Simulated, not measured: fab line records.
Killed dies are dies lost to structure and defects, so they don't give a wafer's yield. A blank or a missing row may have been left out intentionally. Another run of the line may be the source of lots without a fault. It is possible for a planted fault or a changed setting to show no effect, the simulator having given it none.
What tool caused it?    flow n5_finfet    12 lots with 36 wafers sampled at 2 steps, on a route of 1938 steps

## WHAT EACH GAUGE READ, for each wafer
N5_MOL_CONTACT_COAG_CD_MEAS_08: target cd 28 nm.
lot   measured      on         cd_nm (nm)
L075  day 4 22:59   cd_sem-02  27.96 28.68 27.92
L077  day 5 09:15   cd_sem-01  28.16 27.78 27.62
L079  day 6 01:26   cd_sem-03  28.20 28.21 28.10
L081  day 6 09:59   cd_sem-01  27.80 27.49 28.07
L083  day 6 22:24   cd_sem-01  27.79 27.89 28.36
L085  day 7 11:12   cd_sem-03  27.50 27.73 27.63
L087  day 8 01:22   cd_sem-01  28.02 28.15 28.01
L089  day 8 09:39   cd_sem-02  27.88 28.10 28.20
L091  day 8 23:43   cd_sem-02  27.67 27.61 28.10
L093  day 9 11:27   cd_sem-03  27.70 28.25 27.93
L095  day 10 01:45  cd_sem-02  28.03 28.16 27.83
L097  day 10 14:33  cd_sem-03  28.18 28.23 27.85

## WHAT TOOL EACH LOT RAN ON (gives the tool, then ch and the chambers of the sampled wafers, and finally the start)
lot   N5_GATE_CUT_STRIP_21
L075  plasma_asher-01 ch 0,1, day 4 19:45
L077  plasma_asher-01 ch 0,1, day 5 06:05
L079  plasma_asher-01 ch 0,1, day 5 22:06
L081  plasma_asher-02 ch 0,1, day 6 06:59
L083  plasma_asher-01 ch 0,1, day 6 19:25
L085  plasma_asher-01 ch 0, day 7 08:13
L087  plasma_asher-02 ch 0,1, day 7 22:23
L089  plasma_asher-02 ch 0,1, day 8 06:41
L091  plasma_asher-02 ch 0,1, day 8 20:37
L093  plasma_asher-01 ch 0,1, day 9 08:29
L095  plasma_asher-02 ch 0,1, day 9 21:22
L097  plasma_asher-01 ch 0,1, day 10 11:19
- N5_GATE_CUT_STRIP_21: strips in N2/H2, time 30 s.

## THE ANSWER, worked out from the rows above alone
Rule: what is usual is taken from the lots themselves. Put in order of their means at a reading, lots are off if they are a third of the lots or fewer, leave a main group of 4 or more, and stand apart from it by a gap of 3 or more times the standard deviation of the main group's means; of several such gaps the widest counts. A main group is skipped when, at the precision printed for the reading in the tables above, its means are all equal. Also off: a lot with no number at a reading for which 4 or more lots have one. Where the step has rows for the other lots, those lots are counted as sound.
Across all readings shown, no lot is off: no conclusion can be drawn from this.

## WHAT THE SIMULATOR HAD INSERTED
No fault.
